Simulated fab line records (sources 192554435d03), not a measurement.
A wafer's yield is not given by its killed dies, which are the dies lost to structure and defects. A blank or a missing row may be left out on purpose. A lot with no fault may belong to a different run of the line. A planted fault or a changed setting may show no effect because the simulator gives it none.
Problem report in the 8D (eight disciplines) form, filled by code -- flow n5-finfet -- the parts of the form that need people (team, actions taken, sign-off) are left out

1. WHAT IS WRONG
killed_at_M4_up at N5_PASSIVATION_PROBE_49 reads a mean of 61 on 1 wafer of 1 lot; wafers without a fault read 13 with a standard deviation of 4. Relative to the usual mean, that is a shift of +12 standard deviations.
Earliest sighting: wafer L711.4 on prober-02 at day 16 22:11. The record holds 3 wafers of 1 lot with a number at this step. The rule behind "out" and "out of limits": a value lying over 4 standard deviations away from the usual mean. The rest of the wafers with a number are treated as sound.

2. WHAT IT IS AND WHAT IT IS NOT
question,is,is not
which readings at this step,killed_at_M4_up,"killed_at_M0_to_M3, killed-at-contacts, killed-at-front-end, killed-at-other, killed-open, killed-short, sort_bin_6_memory"
which lots,L711,-
which wafers of those lots,L711.4,"L711.1, L711.5"
read on which tools,prober-02,-
when,from day 16 22:11,up to then (1 sound wafer); but 1 sound wafer of L711 came after

3. SUSPECTS, AND WHAT RULES EACH OUT
Counting: a tool at a process step up to the reading stays a suspect if it ran every lot that is out. Sound lots after the first of them don't rule it out here, since some wafers of a struck lot are sound.
- wet-bench-02 at N5_BEOL_M7_HM_STRIP_39 (strips TiN in peroxide tin strip, target depth 25 nm, time 158 s): kept. It ran the lot that is out, L711 (day 13 10:02).
- pvd-sputter-01 at N5_PASSIVATION_AL_DEP_21 (deposits Al, target thk 2800 nm, time 170 s): kept. It ran the lot that is out, L711 (day 16 15:34).
- rie-metal-03 at N5_PASSIVATION_AL_ETCH_33 (etches Al in Cl2/BCl3, stops on TaN, target depth 2800 nm, time 466.7 s): kept. It ran the lot that is out, L711 (day 16 16:40).
- rie-diel-02 at N5_PASSIVATION_ETCH_54 (etches SiO2 in CHF3/O2, target depth 880 nm, time 440 s): kept. It ran the lot that is out, L711 (day 16 19:16).
- prober-02 at N5_PASSIVATION_PROBE_49: kept. It ran the lot that is out, L711 (day 16 22:02). Its own killed_at_M4_up readings are out on those wafers.
- Within wet-bench-02 at N5_BEOL_M7_HM_STRIP_39: the wafers that are out ran in chamber 2; their sound lot-mates ran in chambers 4, 6.
Left after counting: wet-bench-02 at N5_BEOL_M7_HM_STRIP_39, pvd-sputter-01 at N5_PASSIVATION_AL_DEP_21, rie-metal-03 at N5_PASSIVATION_AL_ETCH_33, rie-diel-02 at N5_PASSIVATION_ETCH_54, prober-02 at N5_PASSIVATION_PROBE_49.

4. THE CAUSE (what the simulator had put in)
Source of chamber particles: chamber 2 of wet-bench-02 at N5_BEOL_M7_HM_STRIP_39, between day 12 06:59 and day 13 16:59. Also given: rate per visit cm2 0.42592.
This tool is one of the 5 suspects left after counting.

5. THE CHAIN OF EFFECTS, in route order
Each row: a reading whose mean over the struck wafers that have a number lies more than 3 standard deviations from the usual. Scope: only readings with a usual standard deviation given in the record; hours: median across lots of the time from each lot's start at the first step in this table that gives one to its start at this step; sigmas: change in usual standard deviations.
hours,step,reading,usual,on struck wafers,change,sigmas
0,N5_PASSIVATION_PROBE_49,defect-limited-yield,91.5 %,87.5,-4.0,-3.1
0,N5_PASSIVATION_PROBE_49,killed_at_M4_up,13,61,+48,+12
0,N5_PASSIVATION_PROBE_49,killed-dies,100,147,+47,+3.1
0,N5_PASSIVATION_PROBE_49,sort_bin_5_function,5.0 %,8.1,+3.1,+3.5
0,N5_PASSIVATION_PROBE_49,sort-n-pass,1080,1033,-47,-3.1
0,N5_PASSIVATION_PROBE_49,sort-yield-pct,91.5 %,87.5,-4.0,-3.1
The process steps in it:
- N5_PASSIVATION_PROBE_49

6. HOW IT WOULD HAVE BEEN CAUGHT EARLIER
In this record the first reading out of limits was taken at day 16 22:11, 111 hours after the fault began at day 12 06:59.
Of the tool readings at N5_BEOL_M7_HM_STRIP_39 for which the record gives a usual standard deviation, none was out on any struck wafer, so an alarm limit of 4 standard deviations on them would not have fired.
By day 16 22:11 the whole set of lots that are out, 1 in number, had already begun N5_BEOL_M7_HM_STRIP_39 on wet-bench-02. Tool hold at that time: it would have spared none of them.
